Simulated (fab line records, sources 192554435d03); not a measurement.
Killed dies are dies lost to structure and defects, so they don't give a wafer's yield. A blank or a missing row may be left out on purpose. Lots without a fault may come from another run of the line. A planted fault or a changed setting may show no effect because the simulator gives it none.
Split-lot experiment | flow n5_finfet | 7 lots, 39 wafers read, on a route of 1938 steps

THE SPLIT
At N5_MIM_BOT_ETCH_ETCH_04 (etches SiNx in CF4/O2, target depth 26 nm, time 13 s), the setting time_s was moved away from the recipe's 13 s on 18 of the 39 wafers read, by -58.9% to +35.7%. The other wafers ran this setting at the recipe's value.

The file shows no step between the split and the reading.

THE READING
MIM_BOT_ETCH.cd_offset_nm (the simulator's own value, which no gauge read), in nm, at N5_MIM_BOT_ETCH_ETCH_03 (etches the open film in Cl2/BCl3, target depth 12 nm). The file gives no usual value for it. The 21 wafers here that ran the recipe average -0.1 nm, standard deviation 0.16 nm.

wafer  | tool, chamber at the split | time_s as run, s | against the recipe | MIM_BOT_ETCH.cd_offset_nm, nm | against lot-mates on the recipe
L079.1 | rie_diel-06, 1             | 5.347            | -58.9%             | 0.6                           | +0.7
L079.2 | rie_diel-06, 0             | 5.347            | -58.9%             | 0.4                           | +0.5
L079.3 | rie_diel-06, 3             | 5.347            | -58.9%             | 0.2                           | +0.3
L079.4 | rie_diel-06, 2             | 13               | recipe             | -0.2                          | -
L079.5 | rie_diel-06, 0             | 13               | recipe             | -0.2                          | -
L079.6 | rie_diel-06, 1             | 13               | recipe             | 0                             | -
L077.1 | rie_diel-05, 2             | 13               | recipe             | 0                             | -
L077.2 | rie_diel-05, 3             | 6.717            | -48.3%             | 0.4                           | +0.5
L077.3 | rie_diel-05, 1             | 13               | recipe             | -0.2                          | -
L077.5 | rie_diel-05, 0             | 13               | recipe             | -0.2                          | -
L077.4 | rie_diel-05, 0             | 6.717            | -48.3%             | 0.6                           | +0.7
L077.6 | rie_diel-05, 1             | 6.717            | -48.3%             | 0.2                           | +0.3
L078.1 | rie_diel-05, 0             | 13               | recipe             | 0                             | -
L078.2 | rie_diel-05, 3             | 9.995            | -23.1%             | 0                             | +0.2
L078.3 | rie_diel-05, 2             | 9.995            | -23.1%             | 0.2                           | +0.4
L078.5 | rie_diel-05, 2             | 9.995            | -23.1%             | 0.2                           | +0.4
L078.4 | rie_diel-05, 1             | 13               | recipe             | -0.2                          | -
L078.6 | rie_diel-05, 1             | 13               | recipe             | -0.4                          | -
L084.1 | rie_diel-02, 3             | 13               | recipe             | 0                             | -
L084.5 | rie_diel-02, 2             | 13               | recipe             | 0                             | -
L084.6 | rie_diel-02, 1             | 13               | recipe             | 0                             | -
L084.2 | rie_diel-02, 1             | 6.915            | -46.8%             | 0.2                           | +0.2
L084.4 | rie_diel-02, 2             | 6.915            | -46.8%             | 0.2                           | +0.2
L084.3 | rie_diel-02, 0             | 6.915            | -46.8%             | 0.6                           | +0.6
L088.1 | rie_diel-05, 3             | 8.317            | -36.0%             | 0.6                           | +0.7
L088.2 | rie_diel-05, 2             | 8.317            | -36.0%             | 0.2                           | +0.3
L088.3 | rie_diel-05, 0             | 8.317            | -36.0%             | 0.4                           | +0.5
L088.4 | rie_diel-05, 1             | 13               | recipe             | -0.2                          | -
L088.5 | rie_diel-05, 2             | 13               | recipe             | -0.2                          | -
L088.6 | rie_diel-05, 3             | 13               | recipe             | 0                             | -
L093.2 | rie_diel-06, 0             | 13               | recipe             | 0.2                           | -
L093.3 | rie_diel-06, 2             | 13               | recipe             | 0.2                           | -
L093.6 | rie_diel-06, 0             | 13               | recipe             | 0.2                           | -
L096.1 | rie_diel-02, 2             | 13               | recipe             | 0                             | -
L096.5 | rie_diel-02, 2             | 13               | recipe             | 0                             | -
L096.2 | rie_diel-02, 3             | 13               | recipe             | -0.2                          | -
L096.3 | rie_diel-02, 1             | 17.64            | +35.7%             | -0.6                          | -0.5
L096.6 | rie_diel-02, 1             | 17.64            | +35.7%             | -0.6                          | -0.5
L096.4 | rie_diel-02, 3             | 17.64            | +35.7%             | -0.4                          | -0.3

THE FIT
A straight line over all 39 wafers: MIM_BOT_ETCH.cd_offset_nm changes by -0.0099 nm for each +1% of time_s; r = -0.84; the points scatter about the line by 0.17 nm.
The same after taking each lot's own level away (the mean of its wafers on the recipe; 39 wafers): -0.0106 nm for each +1%; r = -0.88; scatter 0.15 nm.
On that fit, the largest move of time_s shifts the reading by 0.62 nm.
The lots' own levels span -0.20 to 0.20 nm, that is 2.6 times the standard deviation above.
So the lot-to-lot level changes the slope little: the two slopes agree.
Check: with one of the wafers moved furthest among these (-58.9%) left out of the fit, the line predicts +0.603 nm for it against its lot-mates. It came out at +0.733 nm against them.

OTHER SPLITS ON THESE WAFERS
These wafers also went through other splits before the reading. Each is held against what the fit with the lots' levels taken away leaves over:
other split on the same wafers        | wafers away from the commonest value | r with MIM_BOT_ETCH.cd_offset_nm (lot level and that fit taken away)
N5_SD_EPI_N_ETCH_45 target_depth_a    | 9                                    | +0.22
N5_MOL_CONTACT_COAG_ALD_27 ald_cycles | 15                                   | +0.07
N5_BEOL_M6_VIA_ETCH_34 time_s         | 12                                   | -0.15
N5_BEOL_M9_CVD_78 target_thk_a        | 18                                   | -0.10
N5_BEOL_M14_ETCH_68 time_s            | 15                                   | +0.18

THE WHOLE CHAIN: every reading that the file lists as answering this split, in the file's order
step                    | what it does                                         | reading                                                                    | change (the file's fit)                | r (the file's)
N5_MIM_BOT_ETCH_ETCH_04 | etches SiNx in CF4/O2, target depth 26 nm, time 13 s | etch.depth_nm (the simulator's own value, which no gauge read)             | +0.258 nm for each +1% of the setting  | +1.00
N5_MIM_BOT_ETCH_ETCH_04 | etches SiNx in CF4/O2, target depth 26 nm, time 13 s | MIM_BOT_ETCH.cd_offset_nm (the simulator's own value, which no gauge read) | -0.0124 nm for each +1% of the setting | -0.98
N5_MIM_BOT_ETCH_ETCH_03 | etches the open film in Cl2/BCl3, target depth 12 nm | MIM_BOT_ETCH.cd_offset_nm (the simulator's own value, which no gauge read) | -0.0105 nm for each +1% of the setting | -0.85

THE FILE'S OWN FIT
MIM_BOT_ETCH.cd_offset_nm changes by -0.0105 nm for each +1% of time_s, r = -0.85.
